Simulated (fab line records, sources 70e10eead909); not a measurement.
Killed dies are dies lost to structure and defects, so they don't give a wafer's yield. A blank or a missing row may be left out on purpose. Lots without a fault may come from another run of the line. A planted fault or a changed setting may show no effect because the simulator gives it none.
One fault seen from 2 desks | flow nand_harc | each desk has only its own numbers; what lay behind them comes last

THE DEFECT DESK
What the inspections along the route counted, lot by lot: means of the sampled wafers that have a number. A lot is out of limits, marked OUT, if its mean lies more than 4 standard deviations from the usual mean; the brackets give that distance.
Columns: A = raw_defect_count at NHARC_P_BONDPAD_INSPECT_23, usual 336; B = raw_defect_count at NHARC_A_START_INSPECT_01, usual 3.6; C = raw_defect_count at NHARC_A_ZERO_WELL_INSPECT_17, usual 10
lot  | first seen here | A   | B   | C
L128 | day 6 23:20     | 306 | 4.0 | 10
L131 | day 7 14:10     | 376 | 2.0 | 7
L135 | day 8 19:38     | 256 | 3.0 | 7
L136 | day 8 22:05     | 319 | 3.0 | 10
L143 | day 10 15:10    | 293 | 2.0 | 6
L146 | day 11 21:34    | 306 | 3.7 | 16
This desk's finding: nothing out of limits on any of the 6 lots.

THE METROLOGY DESK
What the gauges read, lot by lot, whatever tool the lot ran on: means of the sampled wafers that have a number. A lot is out of limits, marked OUT, if its mean lies more than 4 standard deviations from the usual mean; the brackets give that distance.
Columns: A = thk_nm at NHARC_P_BONDPAD_THK_MEAS_20, usual 160.7 nm; B = cd_nm at NHARC_A_ZERO_WELL_CD_MEAS_10, usual 2000.7 nm; C = thk_nm at NHARC_A_SOURCE_PLATE_THK_MEAS_09, usual 9.8 nm
lot  | first seen here | A     | B      | C
L128 | day 6 23:08     | 160.5 | 2000.8 | 10.1
L131 | day 7 13:56     | 163.1 | 2002.0 | 9.2
L135 | day 8 19:26     | 162.6 | 1999.1 | 9.9
L136 | day 8 21:53     | 161.1 | 2000.7 | 9.7
L143 | day 10 14:56    | 160.6 | 2000.5 | 10.5
L146 | day 11 21:22    | 159.6 | 2001.3 | 9.9
This desk's finding: nothing out of limits on any of the 6 lots.

PUT TOGETHER
The defect desk saw nothing out of limits.
The metrology desk saw nothing out of limits.

WHAT THE SIMULATOR HAD PUT IN
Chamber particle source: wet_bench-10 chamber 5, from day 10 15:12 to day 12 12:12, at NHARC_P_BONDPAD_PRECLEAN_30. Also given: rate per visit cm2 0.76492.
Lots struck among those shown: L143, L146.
